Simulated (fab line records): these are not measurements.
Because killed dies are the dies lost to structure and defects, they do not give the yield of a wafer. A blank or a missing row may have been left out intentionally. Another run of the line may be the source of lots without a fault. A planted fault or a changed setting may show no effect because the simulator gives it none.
Split-lot experiment || flow n5Finfet || 7 lots, 39 wafers read, on a route of 1938 steps

== ABOUT THE SPLIT ==
At N5_DUMMY_GATE_ETCH_32 (etches SiO2 in CF4, target depth 3.5 nm, time 3.9 s), the setting timeS was moved away from the recipe's 3.9 s on 12 of the 39 wafers read, by -17.5% to +8.5%. This setting was run at the recipe's value on the other wafers.

The reading comes from the split's own step.

== THE READING ==
etch.depthNm (the simulator's own value, which no gauge read), in nm, at N5_DUMMY_GATE_ETCH_32 (etches SiO2 in CF4, target depth 3.5 nm, time 3.9 s). There is no usual value for it anywhere in the file. Average 3.488 nm, standard deviation 0.092 nm, over the 27 wafers here run with the recipe.

{"wafer": "L080.1", "tool, chamber at the split": "rieSi-05, 2", "timeS as run, s": 3.9, "against the recipe": "recipe", "etch.depthNm, nm": 3.496, "against lot-mates on the recipe": "-"}
{"wafer": "L080.2", "tool, chamber at the split": "rieSi-05, 0", "timeS as run, s": 3.9, "against the recipe": "recipe", "etch.depthNm, nm": 3.371, "against lot-mates on the recipe": "-"}
{"wafer": "L080.3", "tool, chamber at the split": "rieSi-05, 3", "timeS as run, s": 3.9, "against the recipe": "recipe", "etch.depthNm, nm": 3.631, "against lot-mates on the recipe": "-"}
{"wafer": "L080.4", "tool, chamber at the split": "rieSi-05, 1", "timeS as run, s": 3.9, "against the recipe": "recipe", "etch.depthNm, nm": 3.529, "against lot-mates on the recipe": "-"}
{"wafer": "L080.5", "tool, chamber at the split": "rieSi-05, 1", "timeS as run, s": 3.9, "against the recipe": "recipe", "etch.depthNm, nm": 3.481, "against lot-mates on the recipe": "-"}
{"wafer": "L080.6", "tool, chamber at the split": "rieSi-05, 0", "timeS as run, s": 3.9, "against the recipe": "recipe", "etch.depthNm, nm": 3.369, "against lot-mates on the recipe": "-"}
{"wafer": "L087.1", "tool, chamber at the split": "rieSi-06, 0", "timeS as run, s": 3.9, "against the recipe": "recipe", "etch.depthNm, nm": 3.385, "against lot-mates on the recipe": "-"}
{"wafer": "L087.5", "tool, chamber at the split": "rieSi-06, 0", "timeS as run, s": 3.9, "against the recipe": "recipe", "etch.depthNm, nm": 3.359, "against lot-mates on the recipe": "-"}
{"wafer": "L087.6", "tool, chamber at the split": "rieSi-06, 2", "timeS as run, s": 3.9, "against the recipe": "recipe", "etch.depthNm, nm": 3.453, "against lot-mates on the recipe": "-"}
{"wafer": "L090.1", "tool, chamber at the split": "rieSi-06, 3", "timeS as run, s": 3.9, "against the recipe": "recipe", "etch.depthNm, nm": 3.42, "against lot-mates on the recipe": "-"}
{"wafer": "L090.2", "tool, chamber at the split": "rieSi-06, 0", "timeS as run, s": 3.9, "against the recipe": "recipe", "etch.depthNm, nm": 3.408, "against lot-mates on the recipe": "-"}
{"wafer": "L090.3", "tool, chamber at the split": "rieSi-06, 2", "timeS as run, s": 3.588, "against the recipe": "-8.0%", "etch.depthNm, nm": 3.174, "against lot-mates on the recipe": -0.233}
{"wafer": "L090.4", "tool, chamber at the split": "rieSi-06, 1", "timeS as run, s": 3.588, "against the recipe": "-8.0%", "etch.depthNm, nm": 3.25, "against lot-mates on the recipe": -0.157}
{"wafer": "L090.5", "tool, chamber at the split": "rieSi-06, 2", "timeS as run, s": 3.588, "against the recipe": "-8.0%", "etch.depthNm, nm": 3.189, "against lot-mates on the recipe": -0.218}
{"wafer": "L090.6", "tool, chamber at the split": "rieSi-06, 3", "timeS as run, s": 3.9, "against the recipe": "recipe", "etch.depthNm, nm": 3.392, "against lot-mates on the recipe": "-"}
{"wafer": "L092.1", "tool, chamber at the split": "rieSi-01, 0", "timeS as run, s": 3.9, "against the recipe": "recipe", "etch.depthNm, nm": 3.621, "against lot-mates on the recipe": "-"}
{"wafer": "L092.2", "tool, chamber at the split": "rieSi-01, 3", "timeS as run, s": 3.9, "against the recipe": "recipe", "etch.depthNm, nm": 3.431, "against lot-mates on the recipe": "-"}
{"wafer": "L092.3", "tool, chamber at the split": "rieSi-01, 1", "timeS as run, s": 3.9, "against the recipe": "recipe", "etch.depthNm, nm": 3.579, "against lot-mates on the recipe": "-"}
{"wafer": "L092.4", "tool, chamber at the split": "rieSi-01, 2", "timeS as run, s": 3.9, "against the recipe": "recipe", "etch.depthNm, nm": 3.489, "against lot-mates on the recipe": "-"}
{"wafer": "L092.5", "tool, chamber at the split": "rieSi-01, 0", "timeS as run, s": 3.9, "against the recipe": "recipe", "etch.depthNm, nm": 3.652, "against lot-mates on the recipe": "-"}
{"wafer": "L092.6", "tool, chamber at the split": "rieSi-01, 1", "timeS as run, s": 3.9, "against the recipe": "recipe", "etch.depthNm, nm": 3.573, "against lot-mates on the recipe": "-"}
{"wafer": "L095.1", "tool, chamber at the split": "rieSi-06, 2", "timeS as run, s": 3.216, "against the recipe": "-17.5%", "etch.depthNm, nm": 2.892, "against lot-mates on the recipe": -0.594}
{"wafer": "L095.2", "tool, chamber at the split": "rieSi-06, 0", "timeS as run, s": 3.216, "against the recipe": "-17.5%", "etch.depthNm, nm": 2.839, "against lot-mates on the recipe": -0.647}
{"wafer": "L095.3", "tool, chamber at the split": "rieSi-06, 3", "timeS as run, s": 3.9, "against the recipe": "recipe", "etch.depthNm, nm": 3.441, "against lot-mates on the recipe": "-"}
{"wafer": "L095.4", "tool, chamber at the split": "rieSi-06, 1", "timeS as run, s": 3.216, "against the recipe": "-17.5%", "etch.depthNm, nm": 2.933, "against lot-mates on the recipe": -0.553}
{"wafer": "L095.5", "tool, chamber at the split": "rieSi-06, 3", "timeS as run, s": 3.9, "against the recipe": "recipe", "etch.depthNm, nm": 3.468, "against lot-mates on the recipe": "-"}
{"wafer": "L095.6", "tool, chamber at the split": "rieSi-06, 2", "timeS as run, s": 3.9, "against the recipe": "recipe", "etch.depthNm, nm": 3.55, "against lot-mates on the recipe": "-"}
{"wafer": "L096.1", "tool, chamber at the split": "rieSi-06, 1", "timeS as run, s": 3.9, "against the recipe": "recipe", "etch.depthNm, nm": 3.478, "against lot-mates on the recipe": "-"}
{"wafer": "L096.2", "tool, chamber at the split": "rieSi-06, 2", "timeS as run, s": 3.9, "against the recipe": "recipe", "etch.depthNm, nm": 3.443, "against lot-mates on the recipe": "-"}
{"wafer": "L096.3", "tool, chamber at the split": "rieSi-06, 0", "timeS as run, s": 3.9, "against the recipe": "recipe", "etch.depthNm, nm": 3.386, "against lot-mates on the recipe": "-"}
{"wafer": "L096.4", "tool, chamber at the split": "rieSi-06, 3", "timeS as run, s": 4.233, "against the recipe": "+8.5%", "etch.depthNm, nm": 3.726, "against lot-mates on the recipe": "+0.290"}
{"wafer": "L096.5", "tool, chamber at the split": "rieSi-06, 3", "timeS as run, s": 4.233, "against the recipe": "+8.5%", "etch.depthNm, nm": 3.709, "against lot-mates on the recipe": "+0.273"}
{"wafer": "L096.6", "tool, chamber at the split": "rieSi-06, 0", "timeS as run, s": 4.233, "against the recipe": "+8.5%", "etch.depthNm, nm": 3.699, "against lot-mates on the recipe": "+0.263"}
{"wafer": "L097.1", "tool, chamber at the split": "rieSi-01, 0", "timeS as run, s": 3.9, "against the recipe": "recipe", "etch.depthNm, nm": 3.642, "against lot-mates on the recipe": "-"}
{"wafer": "L097.2", "tool, chamber at the split": "rieSi-01, 3", "timeS as run, s": 3.364, "against the recipe": "-13.7%", "etch.depthNm, nm": 2.984, "against lot-mates on the recipe": -0.610}
{"wafer": "L097.3", "tool, chamber at the split": "rieSi-01, 1", "timeS as run, s": 3.9, "against the recipe": "recipe", "etch.depthNm, nm": 3.645, "against lot-mates on the recipe": "-"}
{"wafer": "L097.4", "tool, chamber at the split": "rieSi-01, 2", "timeS as run, s": 3.9, "against the recipe": "recipe", "etch.depthNm, nm": 3.495, "against lot-mates on the recipe": "-"}
{"wafer": "L097.5", "tool, chamber at the split": "rieSi-01, 0", "timeS as run, s": 3.364, "against the recipe": "-13.7%", "etch.depthNm, nm": 3.143, "against lot-mates on the recipe": -0.451}
{"wafer": "L097.6", "tool, chamber at the split": "rieSi-01, 3", "timeS as run, s": 3.364, "against the recipe": "-13.7%", "etch.depthNm, nm": 2.991, "against lot-mates on the recipe": -0.603}

FIT RESULTS
A straight line over all 39 wafers: etch.depthNm changes by +0.0326 nm for each +1% of timeS; r = +0.93; the points scatter about the line by 0.085 nm.
The same after taking each lot's own level away (the mean of its wafers on the recipe; 39 wafers): +0.0348 nm for each +1%; r = +0.96; scatter 0.069 nm.
The reading moves by 0.61 nm for the largest change in timeS, on that fit.
From 3.3990 to 3.5940 nm: that is the span of the lots' own levels, equal to 2.1 times the standard deviation above.
The two slopes are in agreement: the lot-to-lot level therefore moves the slope only a little.
Check: -0.615 nm against its lot-mates is what the line predicts for one of the wafers moved furthest among these (-17.5%) when that wafer is left out of the fit. It came out at -0.594 nm against them.

== ADDITIONAL SPLITS CARRIED BY THESE WAFERS ==
These wafers also went through other splits before the reading. Each is held against what the fit with the lots' levels taken away leaves over:
{"other split on the same wafers": "N5_DUMMY_GATE_CVD_03 targetThkA", "wafers away from the commonest value": 30, "r with etch.depthNm (lot level and that fit taken away)": -0.21}

== FILE'S OWN FIT ==
etch.depthNm changes by +0.0349 nm for each +1% of timeS, r = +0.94.
